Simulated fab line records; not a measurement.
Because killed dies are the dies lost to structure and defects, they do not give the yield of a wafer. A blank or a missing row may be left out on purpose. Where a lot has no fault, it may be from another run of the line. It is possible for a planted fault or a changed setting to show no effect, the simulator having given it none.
fab line records | flow n5-finfet
[record] lots = 5 | wafers = 15 | last-day = 19
route steps=1938 shown BEOL_M4@1028 PASSIVATION@1936
lots untouched by any fault: they come from a run of this same line in which no faults occurred
start-h: hours from the record's first day to the start of the lot's first wafer shown | wait-h: hours from the lot's prior step to this one | " same as the row above | L1.1+2: one row covering several wafers at once | - either no value or no given start | * or withheld: withheld | < > ~ a bound
route shown NAME@n: a module of which the file shows steps, and the number in the route of the first | usual: mean and standard deviation over wafers with no fault | same: alike in all rows | chamber/n: place in a boat | sites: the reading at each site | _std_site: standard deviation of those values | _edge_site: outer sites' mean less inner sites' | radius-mm: for every site, how far away it sits from the centre of the wafer | mask NAME#n: copy n | behind: the most recent tool/chamber to have shaped the wafer | hold: cause of the lot's hold/its duration in hours/its outcome | device: transistor that didn't switch, given as n, p or np | end of line: tests run on the same wafers once the route is complete | step lacking rows: just its recipe | killed: the dies lost at the first sort to structure and to defects; this is not the yield of the wafer | map: a wafer's dies, marking killed ones x, the rest . and places with no die _
set.NAME: the setting the step ran with; set.NAME@STEP: the setting that earlier step ran with | model.NAME: the simulator's own value behind a step, which no gauge read
lots seen at some steps along the route; tables by step, rows by wafer
services: the hour from which a tool's chamber was out of use, counted from the record's first day as start-h (under 0 if before that day), plus the number of hours and why
[[steps]]
[step N5_BEOL_M4_COAT_05]
[recipe] resist = CAR-EUV | spin-rpm = 1500 | resist-thk-nm = 30
[step N5_BEOL_M4_EBR_07]
[recipe] solvent = PGMEA | ebr-width-mm = 1.5
[step N5_BEOL_M4_SOFTBAKE_06]
[recipe] temp-c = 110 | time-s = 60 | resist = CAR-EUV
[step N5_BEOL_M4_EXPOSE_08]
[recipe] mask-id = M4 | na = 0.33 | source-shape = dipole | sigma-inner = 0.369 | sigma-outer = 0.767 | polarization = unpolarized | dose-mj = 41.25
[step N5_BEOL_M4_PEB_09]
[recipe] peb-temp-c = 100 | peb-time-s = 60 | resist = CAR-EUV
[step N5_BEOL_M4_DEVELOP_10]
[recipe] develop-time-s = 30 | developer = TMAH | resist = CAR-EUV | rinse-liquid = surfactant-rinse | dry = air-spin | dev-temp-c = 23
[step N5_BEOL_M4_CD_MEAS_11]
[recipe] target-cd-nm = 16.79 | landing-energy-ev = 500 | detector = se-inlens | polarity = opening
[usual] cd-nm = 16.81/0.25
lot.wafer | tool      | chamber | start-h | wait-h | cd-nm
L267.1    | cd-sem-03 | 0       | 179.26  | -      | 16.90
L267.2    | "         | 0       | "       | "      | 16.86
L267.5    | "         | 0       | "       | "      | 16.86
L268.2    | cd-sem-01 | 0       | 191.45  | -      | 17.03
L268.5    | "         | 0       | "       | "      | 16.62
L268.6    | "         | 0       | "       | "      | 17.21
L278.1    | cd-sem-01 | 0       | 263.81  | -      | 17.00
L278.3    | "         | 0       | "       | "      | 16.88
L278.6    | "         | 0       | "       | "      | 16.61
L284.1    | cd-sem-03 | 0       | 319.21  | -      | 16.78
L284.2    | "         | 0       | "       | "      | 17.49
L284.6    | "         | 0       | "       | "      | 16.89
L286.1    | cd-sem-01 | 0       | 319.65  | -      | 16.82
L286.3    | "         | 0       | "       | "      | 16.88
L286.5    | "         | 0       | "       | "      | 16.70
[step N5_BEOL_M4_OVL_MEAS_12]
[recipe] points-per-wafer = 522
[usual] M4_OVL = -0.6/0.75
lot.wafer | tool       | chamber | start-h | wait-h | M4_OVL[nm]
L267.1    | overlay-02 | 0       | 179.29  | 0.0    | -1.9
L267.2    | "          | 0       | "       | "      | -1.1
L267.5    | "          | 0       | "       | "      | -1.1
L268.2    | overlay-02 | 0       | 191.48  | 0.0    | -0.5
L268.5    | "          | 0       | "       | "      | -2.3
L268.6    | "          | 0       | "       | "      | -0.8
L278.1    | overlay-02 | 0       | 263.84  | 0.0    | -0.2
L278.3    | "          | 0       | "       | "      | 0.3
L278.6    | "          | 0       | "       | "      | 0.2
L284.1    | overlay-01 | 0       | 319.24  | 0.0    | -0.9
L284.2    | "          | 0       | "       | "      | -1.2
L284.6    | "          | 0       | "       | "      | -1.5
L286.1    | overlay-01 | 0       | 319.68  | 0.0    | 1.3
L286.3    | "          | 0       | "       | "      | -0.1
L286.5    | "          | 0       | "       | "      | -0.8
[step N5_BEOL_M4_INSPECT_13]
[recipe] mode = adi | inspect-instrument = brightfield
[usual] raw-defect-count = 419/90
lot.wafer | tool              | chamber | start-h | wait-h | raw-defect-count
L267.1    | defect-inspect-02 | -       | 179.34  | 0.1    | 460
L267.2    | "                 | -       | "       | "      | 404
L267.5    | "                 | -       | "       | "      | 531
L268.2    | defect-inspect-02 | -       | 191.54  | 0.0    | 422
L268.5    | "                 | -       | "       | "      | 320
L268.6    | "                 | -       | "       | "      | 261
L278.1    | defect-inspect-01 | -       | 263.90  | 0.1    | 470
L278.3    | "                 | -       | "       | "      | 475
L278.6    | "                 | -       | "       | "      | 408
L284.1    | defect-inspect-02 | -       | 319.30  | 0.1    | 354
L284.2    | "                 | -       | "       | "      | 398
L284.6    | "                 | -       | "       | "      | 451
L286.1    | defect-inspect-02 | -       | 319.74  | 0.1    | 663
L286.3    | "                 | -       | "       | "      | 446
L286.5    | "                 | -       | "       | "      | 435
[step N5_BEOL_M4_DESCUM_16]
[recipe] chemistry = O2 | time-s = 7 | source-power-w = 50 | bias-power-w = 20 | pressure-mtorr = 20 | rf-frequency-hz = 2.712e+07 | temp-c = 40 | resist = CAR-EUV | o2-flow-sccm = 225
[usual] chamber-pressure-mTorr = 19.997/0.018 | drypump-motor-current-A = 5.45/0.25 | oes-product-au = 0.79/0.1 | rf-vpp-V = 242.9/1.3 | showerhead-plenum-p-Torr = 2.07/0.076 | throttle-valve-pct = 20.31/0.21
lot.wafer | tool        | chamber | start-h | wait-h | chamber-pressure-mTorr | drypump-motor-current-A | oes-product-au | rf-hours-counter-h | rf-vpp-V | showerhead-plenum-p-Torr | throttle-valve-pct
L267.1    | rie-diel-01 | 2       | 179.38  | 0.0    | 19.966                 | 5.76                    | 0.71           | 201                | 241.7    | 1.98                     | 20.50
L267.2    | "           | 0       | "       | "      | 19.988                 | 5.33                    | 0.71           | 201                | 245.5    | 2.15                     | 20.36
L267.5    | "           | 2       | "       | "      | 20.021                 | 5.77                    | 0.72           | -                  | 241.3    | 1.98                     | 20.50
L268.2    | rie-diel-04 | 3       | 191.57  | 0.0    | 19.998                 | 5.22                    | 0.73           | 177                | 243.9    | 2.08                     | 20.32
L268.5    | "           | 0       | "       | "      | 20.008                 | 5.54                    | 0.72           | -                  | 241.7    | 2.07                     | 20.39
L268.6    | "           | 1       | "       | "      | 19.987                 | 5.89                    | 0.71           | -                  | 243.2    | 1.98                     | 20.32
L278.1    | rie-diel-01 | 0       | 263.93  | 0.0    | 20.010                 | 5.32                    | 0.68           | 239                | 243.6    | 2.14                     | 20.42
L278.3    | "           | 2       | "       | "      | 19.969                 | 5.76                    | 0.72           | 208                | 242.6    | 1.98                     | 20.49
L278.6    | "           | 2       | "       | "      | 19.965                 | 5.76                    | 0.72           | -                  | 243.1    | 1.98                     | 20.49
L284.1    | rie-diel-03 | 1       | 319.34  | 0.0    | 20.011                 | 5.85                    | 0.90           | 27                 | 244.5    | 2.14                     | 20.42
L284.2    | "           | 2       | "       | "      | 19.968                 | 4.95                    | 0.84           | 65                 | 244.6    | 2.22                     | 20.55
L284.6    | "           | 3       | "       | "      | 20.002                 | 5.43                    | 0.79           | -                  | 243.5    | 2.13                     | 20.68
L286.1    | rie-diel-03 | 2       | 319.78  | 0.0    | 20.012                 | 4.93                    | 0.84           | 65                 | 245.6    | 2.22                     | 20.54
L286.3    | "           | 3       | "       | "      | 20.005                 | 5.43                    | 0.79           | 102                | 243.0    | 2.13                     | 20.68
L286.5    | "           | 2       | "       | "      | 20.013                 | 4.96                    | 0.85           | -                  | 243.0    | 2.22                     | 20.55
[step N5_BEOL_M4_ETCH_74]
[recipe] chemistry = N2/H2 | target = underlayer | target-depth-a = 65 | mask-material = CAR-EUV | time-s = 5.2 | ion-energy-ev = 200 | pressure-mtorr = 30 | source-w = 840 | bias-w = 150 | n2-flow-sccm = 200 | h2-flow-sccm = 200 | ends = cleared
[usual] bias-w = 149.9/0.39 | chamber-pressure-mTorr = 30.00/0.043 | drypump-motor-current-A = 5.45/0.25 | etch-rf-on-time-s = 5.23/0.15 | oes-product-au = 0.67/0.085 | rf-vpp-V = 523.4/2.6 | showerhead-plenum-p-Torr = 2.52/0.091 | throttle-valve-pct = 17.77/0.23
lot.wafer | tool        | chamber | start-h | wait-h | bias-w | chamber-pressure-mTorr | drypump-motor-current-A | etch-rf-on-time-s | oes-product-au | rf-hours-counter-h | rf-vpp-V | showerhead-plenum-p-Torr | throttle-valve-pct
L267.1    | rie-diel-01 | 2       | 179.41  | 0.0    | 150.3  | 29.96                  | 5.79                    | 5.35              | 0.61           | 201                | 520.5    | 2.41                     | 17.92
L267.2    | "           | 0       | "       | "      | 149.9  | 29.99                  | 5.34                    | 5.51              | 0.60           | 201                | 525.5    | 2.63                     | 17.95
L267.5    | "           | 2       | "       | "      | 150.1  | 29.98                  | 5.78                    | 5.35              | 0.61           | -                  | 520.4    | 2.41                     | 17.91
L268.2    | rie-diel-04 | 3       | 191.61  | 0.0    | 149.9  | 29.91                  | 5.22                    | 5.26              | 0.62           | 177                | 525.3    | 2.55                     | 17.97
L268.5    | "           | 0       | "       | "      | 149.4  | 29.97                  | 5.53                    | 5.31              | 0.61           | -                  | 524.0    | 2.52                     | 17.96
L268.6    | "           | 1       | "       | "      | 150.0  | 29.99                  | 5.91                    | 5.15              | 0.61           | -                  | 521.5    | 2.42                     | 17.81
L278.1    | rie-diel-01 | 0       | 263.97  | 0.0    | 149.6  | 29.95                  | 5.36                    | 5.49              | 0.58           | 239                | 525.7    | 2.61                     | 17.99
L278.3    | "           | 2       | "       | "      | 150.7  | 30.02                  | 5.77                    | 5.34              | 0.61           | 208                | 522.6    | 2.41                     | 17.92
L278.6    | "           | 2       | "       | "      | 149.8  | 30.00                  | 5.80                    | 5.33              | 0.62           | -                  | 521.5    | 2.41                     | 17.95
L284.1    | rie-diel-03 | 1       | 319.37  | 0.0    | 149.7  | 29.97                  | 5.83                    | 5.01              | 0.78           | 27                 | 525.0    | 2.60                     | 17.81
L284.2    | "           | 2       | "       | "      | 150.1  | 30.02                  | 4.94                    | 5.03              | 0.73           | 65                 | 528.6    | 2.69                     | 17.91
L284.6    | "           | 3       | "       | "      | 150.0  | 29.99                  | 5.43                    | 5.14              | 0.67           | -                  | 523.7    | 2.56                     | 17.88
L286.1    | rie-diel-03 | 2       | 319.81  | 0.0    | 149.6  | 30.00                  | 4.95                    | 4.99              | 0.73           | 65                 | 528.0    | 2.69                     | 17.92
L286.3    | "           | 3       | "       | "      | 150.3  | 29.97                  | 5.43                    | 5.22              | 0.67           | 102                | 523.2    | 2.56                     | 17.91
L286.5    | "           | 2       | "       | "      | 150.2  | 30.03                  | 4.95                    | 4.99              | 0.73           | -                  | 527.9    | 2.69                     | 17.92
[step N5_BEOL_M4_ETCH_63]
[recipe] chemistry = CF4 | target = SiARC | target-depth-a = 156 | mask-material = CAR-EUV | time-s = 26 | ion-energy-ev = 80 | pressure-mtorr = 40 | source-w = 545 | bias-w = 36 | Ar_flow_sccm = 100 | cf4-flow-sccm = 100 | ends = cleared
[usual] bias-w = 36.00/0.11 | chamber-pressure-mTorr = 40.00/0.039 | drypump-motor-current-A = 5.45/0.25 | etch-rf-on-time-s = 26.1/0.78 | oes-product-au = 0.67/0.085 | rf-vpp-V = 183.9/1.2 | showerhead-plenum-p-Torr = 2.12/0.072 | throttle-valve-pct = 15.52/0.21
lot.wafer | tool        | chamber | start-h | wait-h | bias-w | chamber-pressure-mTorr | drypump-motor-current-A | etch-rf-on-time-s | oes-product-au | rf-hours-counter-h | rf-vpp-V | showerhead-plenum-p-Torr | throttle-valve-pct
L267.1    | rie-diel-01 | 2       | 179.43  | 0.0    | 36.21  | 40.04                  | 5.77                    | 26.9              | 0.62           | 201                | 182.6    | 2.04                     | 15.78
L267.2    | "           | 0       | "       | "      | 36.08  | 39.95                  | 5.32                    | 27.5              | 0.60           | 201                | 185.2    | 2.20                     | 15.60
L267.5    | "           | 2       | "       | "      | 36.11  | 39.97                  | 5.77                    | 26.6              | 0.62           | -                  | 180.9    | 2.04                     | 15.78
L268.2    | rie-diel-04 | 3       | 191.62  | 0.0    | 36.18  | 40.04                  | 5.22                    | 25.8              | 0.63           | 177                | 183.1    | 2.12                     | 15.58
L268.5    | "           | 0       | "       | "      | 36.16  | 39.99                  | 5.53                    | 26.6              | 0.61           | -                  | 183.1    | 2.12                     | 15.56
L268.6    | "           | 1       | "       | "      | 35.93  | 40.05                  | 5.92                    | 25.9              | 0.61           | -                  | 183.0    | 2.04                     | 15.68
L278.1    | rie-diel-01 | 0       | 263.98  | 0.0    | 35.68  | 40.00                  | 5.32                    | 27.8              | 0.58           | 239                | 183.4    | 2.19                     | 15.67
L278.3    | "           | 2       | "       | "      | 36.15  | 39.98                  | 5.77                    | 26.7              | 0.61           | 208                | 183.2    | 2.04                     | 15.77
L278.6    | "           | 2       | "       | "      | 36.07  | 40.00                  | 5.76                    | 27.2              | 0.61           | -                  | 182.6    | 2.04                     | 15.81
L284.1    | rie-diel-03 | 1       | 319.39  | 0.0    | 35.99  | 40.04                  | 5.83                    | 24.7              | 0.78           | 27                 | 184.4    | 2.20                     | 15.55
L284.2    | "           | 2       | "       | "      | 36.09  | 40.03                  | 4.94                    | 24.8              | 0.74           | 65                 | 185.9    | 2.27                     | 15.64
L284.6    | "           | 3       | "       | "      | 36.13  | 39.96                  | 5.43                    | 25.4              | 0.68           | -                  | 184.7    | 2.14                     | 15.60
L286.1    | rie-diel-03 | 2       | 319.83  | 0.0    | 36.00  | 40.00                  | 4.96                    | 24.9              | 0.74           | 65                 | 186.3    | 2.26                     | 15.63
L286.3    | "           | 3       | "       | "      | 36.06  | 39.95                  | 5.43                    | 25.3              | 0.68           | 102                | 184.3    | 2.14                     | 15.59
L286.5    | "           | 2       | "       | "      | 35.97  | 39.99                  | 4.94                    | 24.6              | 0.74           | -                  | 185.6    | 2.27                     | 15.63
[step N5_BEOL_M4_ETCH_64]
[recipe] chemistry = N2/H2 | target = SOC | target-depth-a = 750 | overetch-a = 225 | mask-material = SiARC | temp-c = 40 | time-s = 121.9 | ion-energy-ev = 200 | pressure-mtorr = 30 | source-w = 840 | bias-w = 150 | n2-flow-sccm = 200 | h2-flow-sccm = 200
[usual] bias-w = 150.0/0.46 | chamber-pressure-mTorr = 29.999/0.028 | drypump-motor-current-A = 5.45/0.25 | oes-product-au = 0.60/0.069 | rf-vpp-V = 523.4/2.5 | showerhead-plenum-p-Torr = 2.52/0.091 | throttle-valve-pct = 17.73/0.23
lot.wafer | tool        | chamber | start-h | wait-h | bias-w | chamber-pressure-mTorr | drypump-motor-current-A | oes-product-au | rf-hours-counter-h | rf-vpp-V | showerhead-plenum-p-Torr | throttle-valve-pct | model.SiARC_of_BEOL_M4_COAT_62.thk-nm
L267.1    | rie-diel-01 | 2       | 179.46  | 0.0    | 150.6  | 30.007                 | 5.77                    | 0.56           | 201                | 520.1    | 2.41                     | 17.88              | 6.6
L267.2    | "           | 0       | "       | "      | 150.3  | 29.962                 | 5.34                    | 0.55           | 201                | 527.3    | 2.63                     | 17.90              | 6.8
L267.5    | "           | 2       | "       | "      | 150.4  | 29.986                 | 5.77                    | 0.56           | -                  | 520.4    | 2.41                     | 17.89              | 6.6
L268.2    | rie-diel-04 | 3       | 191.65  | 0.0    | 149.9  | 30.043                 | 5.22                    | 0.56           | 177                | 524.3    | 2.55                     | 17.94              | 6.4
L268.5    | "           | 0       | "       | "      | 150.2  | 30.002                 | 5.51                    | 0.54           | -                  | 522.8    | 2.52                     | 17.93              | 6.6
L268.6    | "           | 1       | "       | "      | 150.2  | 29.980                 | 5.92                    | 0.54           | -                  | 519.0    | 2.42                     | 17.76              | 6.2
L278.1    | rie-diel-01 | 0       | 264.01  | 0.0    | 149.6  | 29.953                 | 5.33                    | 0.53           | 239                | 527.0    | 2.61                     | 17.95              | 6.8
L278.3    | "           | 2       | "       | "      | 137.3  | 29.983                 | 5.78                    | 0.55           | 208                | 492.8    | 2.41                     | 17.90              | 7.2
L278.6    | "           | 2       | "       | "      | 137.5  | 29.948                 | 5.77                    | 0.55           | -                  | 491.9    | 2.41                     | 17.90              | 7.2
L284.1    | rie-diel-03 | 1       | 319.42  | 0.0    | 150.3  | 29.985                 | 5.86                    | 0.68           | 27                 | 524.2    | 2.60                     | 17.78              | 6
L284.2    | "           | 2       | "       | "      | 149.7  | 30.021                 | 4.94                    | 0.64           | 65                 | 526.9    | 2.69                     | 17.88              | 6.2
L284.6    | "           | 3       | "       | "      | 150.4  | 29.999                 | 5.43                    | 0.59           | -                  | 525.1    | 2.56                     | 17.88              | 6.6
L286.1    | rie-diel-03 | 2       | 319.86  | 0.0    | 149.6  | 29.961                 | 4.94                    | 0.64           | 65                 | 527.9    | 2.69                     | 17.87              | 6.2
L286.3    | "           | 3       | "       | "      | 150.0  | 30.049                 | 5.43                    | 0.60           | 102                | 523.4    | 2.56                     | 17.85              | 6.4
L286.5    | "           | 2       | "       | "      | 149.9  | 30.023                 | 4.93                    | 0.64           | -                  | 528.0    | 2.69                     | 17.88              | 6.2
[step N5_BEOL_M4_STRIP_65]
[recipe] chemistry = N2/H2 | temp-c = 40 | n2-flow-sccm = 200 | h2-flow-sccm = 200 | rf-frequency-hz = 6e+07
[step N5_BEOL_M4_RC_MEAS_101]
[usual] DIBL_N = 36.8/1.9 | DIBL_P = 36.5/2.1 | IOFF_N = 0.17/0.038 | IOFF_P = 0.22/0.039 | ION_N = 675/12 | ION_P = 463/7.4 | SS_N = 71.6/0.71 | SS_P = 73.4/0.72 | VT_N = 249/3.3 | VT_P = -250/3.3
lot.wafer | tool      | chamber | start-h | wait-h | DIBL_N[mV/V] | DIBL_P[mV/V] | IOFF_N[nA/um] | IOFF_P[nA/um] | ION_N[uA/um] | ION_P[uA/um] | SS_N[mV/dec] | SS_P[mV/dec] | VT_N[mV] | VT_P[mV]
L267.1    | prober-01 | 0       | 196.91  | 0.0    | 36.3         | 35.8         | 0.15          | 0.18          | 671          | 461          | 71.3         | 73.6         | 250      | -253
L267.2    | "         | 0       | "       | "      | 34.9         | 34.2         | 0.13          | 0.16          | 673          | 457          | 71.6         | 74.3         | 253      | -253
L267.5    | "         | 0       | "       | "      | 36.0         | 35.4         | 0.15          | 0.18          | 680          | 467          | 71.4         | 73.3         | 250      | -251
L268.2    | prober-02 | 0       | 203.72  | 0.2    | 38.1         | 37.3         | 0.18          | 0.24          | 663          | 455          | 72.4         | 74.1         | 249      | -247
L268.5    | "         | 0       | "       | "      | 39.0         | 37.2         | 0.20          | 0.23          | 668          | 462          | 72.3         | 73.4         | 245      | -250
L268.6    | "         | 0       | "       | "      | 40.0         | 40.8         | 0.23          | 0.31          | 688          | 476          | 72.6         | 74.4         | 244      | -245
L278.1    | prober-01 | 0       | 291.64  | 0.0    | 33.5         | 34.7         | 0.12          | 0.19          | 677          | 466          | 70.7         | 72.1         | 253      | -249
L278.3    | "         | 0       | "       | "      | 34.3         | 35.5         | 0.15          | 0.21          | 679          | 467          | 70.9         | 72.6         | 248      | -248
L278.6    | "         | 0       | "       | "      | 34.6         | 36.5         | 0.15          | 0.22          | 677          | 466          | 70.8         | 73.1         | 249      | -249
L286.1    | prober-01 | 0       | 332.91  | 0.0    | 36.1         | 34.4         | 0.12          | 0.19          | 657          | 457          | 71.6         | 72.0         | 255      | -252
L286.3    | "         | 0       | "       | "      | 37.9         | 36.8         | 0.16          | 0.23          | 669          | 467          | 71.6         | 73.1         | 250      | -249
L286.5    | "         | 0       | "       | "      | 38.9         | 38.2         | 0.19          | 0.25          | 690          | 467          | 72.1         | 73.6         | 249      | -247
L284.1    | prober-01 | 0       | 338.00  | 0.0    | 35.7         | 35.7         | 0.14          | 0.19          | 665          | 455          | 70.9         | 72.9         | 249      | -252
L284.2    | "         | 0       | "       | "      | 39.7         | 40.1         | 0.23          | 0.28          | 700          | 469          | 73.4         | 73.6         | 246      | -249
L284.6    | "         | 0       | "       | "      | 37.6         | 39.0         | 0.18          | 0.23          | 674          | 461          | 72.3         | 73.2         | 247      | -248
[step N5_PASSIVATION_PROBE_49]
[usual] defect-limited-yield = 91.3/1.4 | killed_at_M0_to_M3 = 33/11 | killed_at_M4_up = 15/6.2 | killed-at-contacts = 13/6.5 | killed-at-front-end = 38/11 | killed-at-other = 3.4/2.6 | killed-dies = 102/17 | killed-open = 67/12 | killed-short = 34/7.9 | sort_bin_5_function = 5.1/0.88 | sort_bin_6_memory = 3.3/0.65 | sort_bin_8_speed = 0.00/0.0099 | sort-n-pass = 1078/17 | sort-yield-pct = 91.3/1.4
[same] gross-dies = 1180 | killed-at-back-side = 0 | sort_bin_4_leakage[%] = 0
lot.wafer | tool      | chamber | start-h | wait-h | defect-limited-yield[%] | killed_at_M0_to_M3 | killed_at_M4_up | killed-at-contacts | killed-at-front-end | killed-at-other | killed-dies | killed-open | killed-short | sort_bin_5_function[%] | sort_bin_6_memory[%] | sort_bin_8_speed[%] | sort-n-pass | sort-yield-pct[%]
L278.1    | prober-01 | -       | 394.00  | 0.0    | 89.4                    | 20                 | 24              | 26                 | 51                  | 4               | 125         | 80          | 44           | 6.4                    | 3.9                  | 0                   | 1055        | 89.4
L278.3    | prober-01 | -       | 394.10  | 0.1    | 90.4                    | 33                 | 18              | 6                  | 55                  | 1               | 113         | 70          | 41           | 5.9                    | 2.9                  | 0                   | 1067        | 90.4
L278.6    | prober-01 | -       | 394.25  | 0.3    | 90.9                    | 23                 | 9               | 17                 | 55                  | 3               | 107         | 74          | 33           | 5.4                    | 3.4                  | 0                   | 1073        | 90.9
L286.1    | prober-01 | -       | 449.93  | 0.0    | 90.8                    | 33                 | 12              | 14                 | 43                  | 7               | 109         | 65          | 43           | 5.8                    | 3.0                  | 0                   | 1071        | 90.8
L286.3    | prober-01 | -       | 450.03  | 0.1    | 90.1                    | 57                 | 14              | 3                  | 38                  | 5               | 117         | 70          | 47           | 6.3                    | 3.1                  | 0                   | 1063        | 90.1
L286.5    | prober-01 | -       | 450.13  | 0.2    | 91.3                    | 28                 | 17              | 8                  | 42                  | 8               | 103         | 65          | 38           | 5.3                    | 3.3                  | 0                   | 1077        | 91.3
L284.1    | prober-02 | -       | 455.74  | 0.0    | 91.3                    | 33                 | 26              | 13                 | 28                  | 3               | 103         | 75          | 25           | 4.6                    | 3.9                  | 0                   | 1077        | 91.3
L284.2    | prober-02 | -       | 455.79  | 0.1    | 91.1                    | 37                 | 23              | 5                  | 37                  | 3               | 105         | 71          | 32           | 5.3                    | 3.4                  | 0                   | 1075        | 91.1
L284.6    | prober-02 | -       | 455.99  | 0.3    | 94.2                    | 22                 | 17              | 6                  | 23                  | 0               | 68          | 46          | 19           | 3.5                    | 2.2                  | 0                   | 1112        | 94.2
// killed by level:class
L278.1 MOL_CONTACT_COAG:geometric-particle:open=23 FIN_SAQP:geometric-particle:short=10 BEOL_M1:geometric-particle:open=9 BEOL_M4:geometric-particle:open=9 FIN_SAQP:geometric-particle:open=7 DUMMY_GATE:geometric-particle:open=6 GATE_CUT:geometric-particle:short=5 STI_FIN_REVEAL:geometric-particle:short=4
L278.3 FIN_SAQP:geometric-particle:short=24 FIN_SAQP:geometric-particle:open=15 BEOL_M4:geometric-particle:open=11 BEOL_M3:geometric-particle:open=8 BEOL_M0_SAQP:geometric-particle:short=7 BEOL_M0_SAQP:geometric-particle:open=7 MOL_CONTACT_COAG:geometric-particle:open=6 BEOL_M2:geometric-particle:open=6
L278.6 STI_FIN_REVEAL:geometric-particle:open=16 MOL_CONTACT_COAG:geometric-particle:open=13 FIN_SAQP:geometric-particle:short=11 FIN_SAQP:geometric-particle:open=9 BEOL_M1:geometric-particle:open=9 BEOL_M3:geometric-particle:open=5 MOL_CONTACT_COAG:geometric-particle:short=4 STARTING-WAFER:geometric-particle:open=4
L286.1 FIN_SAQP:geometric-particle:short=15 MOL_CONTACT_COAG:geometric-particle:open=12 BEOL_M2:geometric-particle:open=8 GATE_CUT:geometric-particle:short=6 BEOL_M0_SAQP:geometric-particle:open=6 BEOL_M1:geometric-particle:open=6 FIN_SAQP:geometric-particle:open=5 BEOL_M3:geometric-particle:open=4
L286.3 BEOL_M0_SAQP:geometric-particle:open=13 FIN_SAQP:geometric-particle:short=12 BEOL_M0_SAQP:geometric-particle:short=10 BEOL_M2:geometric-particle:open=8 BEOL_M4:geometric-particle:open=6 DUMMY_GATE:geometric-particle:open=6 BEOL_M1:geometric-particle:open=6 BEOL_M3:geometric-particle:open=6
L286.5 FIN_SAQP:geometric-particle:short=12 BEOL_M4:geometric-particle:open=8 MOL_CONTACT_COAG:geometric-particle:open=7 STI_FIN_REVEAL:geometric-particle:open=6 GATE_CUT:geometric-particle:short=5 BEOL_M2:geometric-particle:open=5 FIN_SAQP:geometric-particle:open=4 GATE_CUT:geometric-particle:open=4
L284.1 BEOL_M4:geometric-particle:open=16 MOL_CONTACT_COAG:geometric-particle:open=12 FIN_SAQP:geometric-particle:open=8 BEOL_M0_SAQP:geometric-particle:open=8 BEOL_M0_SAQP:geometric-particle:short=6 STARTING-WAFER:geometric-particle:open=6 DUMMY_GATE:geometric-particle:open=5 BEOL_M3:geometric-particle:open=4
L284.2 FIN_SAQP:geometric-particle:open=15 BEOL_M4:geometric-particle:open=12 BEOL_M3:geometric-particle:open=7 BEOL_M0_SAQP:geometric-particle:open=6 BEOL_M2:geometric-particle:open=5 MOL_CONTACT_COAG:geometric-particle:open=5 BEOL_M0:geometric-particle:open=5 FIN_SAQP:geometric-particle:short=4
L284.6 FIN_SAQP:geometric-particle:open=6 BEOL_M0_SAQP:geometric-particle:short=6 BEOL_M4:geometric-particle:open=6 MOL_CONTACT_COAG:geometric-particle:open=5 BEOL_M1:geometric-particle:open=5 BEOL_M5:geometric-particle:open=5 DUMMY_GATE:geometric-particle:open=4 BEOL_M2:geometric-particle:open=4
[[services]]
tool        | chamber | start-h | hours | kind
rie-diel-04 | 0       | 165.31  | 3.0   | repair
rie-diel-04 | 2       | 183.03  | -     | clean
rie-diel-04 | 2       | 183.03  | -     | consumable-replace:focus-ring
rie-diel-04 | 2       | 183.03  | 14.3  | scheduled-down
rie-diel-04 | 2       | 183.03  | 14.3  | vent-cycle
rie-diel-03 | 1       | 218.97  | -     | clean
rie-diel-03 | 1       | 218.97  | -     | consumable-replace:focus-ring
rie-diel-03 | 1       | 218.97  | 17.2  | scheduled-down
rie-diel-03 | 1       | 218.97  | 17.2  | vent-cycle
rie-diel-04 | 1       | 232.60  | 8.5   | repair
rie-diel-01 | 3       | 236.72  | 4.0   | repair
rie-diel-01 | 1       | 259.55  | -     | clean
rie-diel-01 | 1       | 259.55  | -     | consumable-replace:focus-ring
rie-diel-01 | 1       | 259.55  | -     | consumable-replace:showerhead
rie-diel-01 | 1       | 259.55  | 32.3  | scheduled-down
rie-diel-01 | 1       | 259.55  | 32.3  | vent-cycle
rie-diel-04 | 2       | 262.52  | 29.1  | repair
rie-diel-03 | 0       | 285.15  | 18.7  | repair
rie-diel-04 | 0       | 291.63  | -     | clean
rie-diel-04 | 0       | 291.63  | -     | consumable-replace:focus-ring
rie-diel-01 | 0       | 291.88  | -     | clean
rie-diel-01 | 0       | 291.88  | -     | consumable-replace:focus-ring
rie-diel-01 | 0       | 291.88  | 17.7  | scheduled-down
rie-diel-01 | 0       | 291.88  | 17.7  | vent-cycle
[[key]]
[first-sign] step = N5_BEOL_M4_ETCH_64 | reading = bias-w | direction = down | sigmas = 27 | usual = * | struck = *
[effect] step = N5_BEOL_M4_ETCH_64 | reading = rf-vpp-V | direction = down | sigmas = 12 | usual = 523.4 | struck = 492.4
[model-effect] step = N5_BEOL_M4_ETCH_64 | value = SiARC_of_BEOL_M4_COAT_62.thk-nm | without = 6.6 | struck = 7.2
met-at N5_BEOL_M4_ETCH_64
struck-wafers L278.3,L278.6
onset-between 179.46 264.01
[fault] kind = process-parameter-drift | tool = rie-diel-01 | chamber = 2 | onset-h = 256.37 | steps = N5_BEOL_M4_ETCH_64 | channel = bias-w | offset = * | shape = step | end-h = 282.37 | acts-in = * | stated = *
